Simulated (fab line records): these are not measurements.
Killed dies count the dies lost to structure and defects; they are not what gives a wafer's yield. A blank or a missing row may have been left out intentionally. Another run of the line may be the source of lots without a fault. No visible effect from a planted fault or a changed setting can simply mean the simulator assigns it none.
Matching of chambers -- flow nand-harc -- NHARC_A_STAIRCASE_TRIM_12 on rie-diel-07 has 4 sister chambers
The step chemistry O2, time 211.2 s. 8 wafers are shown with their chamber, then 9 later ones without.

== EACH WAFER AND ITS CHAMBER ==
wafer,chamber,showerhead-plenum-p-Torr (Torr),drypump-motor-current-A (A)
L078.2,0,3.77,5.9
L081.1,3,3.50,5.3
L083.1,1,3.50,5.6
L083.3,2,3.55,6.0
L083.6,0,3.76,5.9
L087.1,1,3.49,5.7
L087.3,2,3.55,6.0
L087.4,3,3.49,5.3

== WAFERS WITHOUT THEIR CHAMBER ==
wafer,showerhead-plenum-p-Torr (Torr),drypump-motor-current-A (A)
L091.1,3.48,5.3
L091.3,3.49,5.7
L091.4,3.75,5.8
L094.4,3.48,5.3
L094.5,3.75,5.8
L094.6,3.49,5.6
L097.1,3.54,5.9
L097.2,3.47,5.3
L097.4,3.74,5.8

== EACH ONE'S CHAMBER ==
wafer,from the rows above,in truth
L091.1,3,3
L091.3,1,1
L091.4,0,0
L094.4,3,3
L094.5,0,0
L094.6,1,1
L097.1,2,2
L097.2,3,3
L097.4,0,0
Correctly placed: 9 of 9. From these rows, 0 cannot be placed. Placed wrongly: 0.
How it was worked out, from the rows above alone: a wafer's distance from a chamber is the root of the sum, over the readings, of the square of ((its reading less the chamber's mean) divided by the reading's scatter). The wafer belongs to the nearest chamber; if the next one is less than 2 further off, it can't be placed. For every chamber, the mean is computed from those of its wafers that are shown. How the scatter is found: for the shown wafers, subtract from each reading the mean of its chamber, square and add these, divide the total by (wafers less chambers), then take the root.
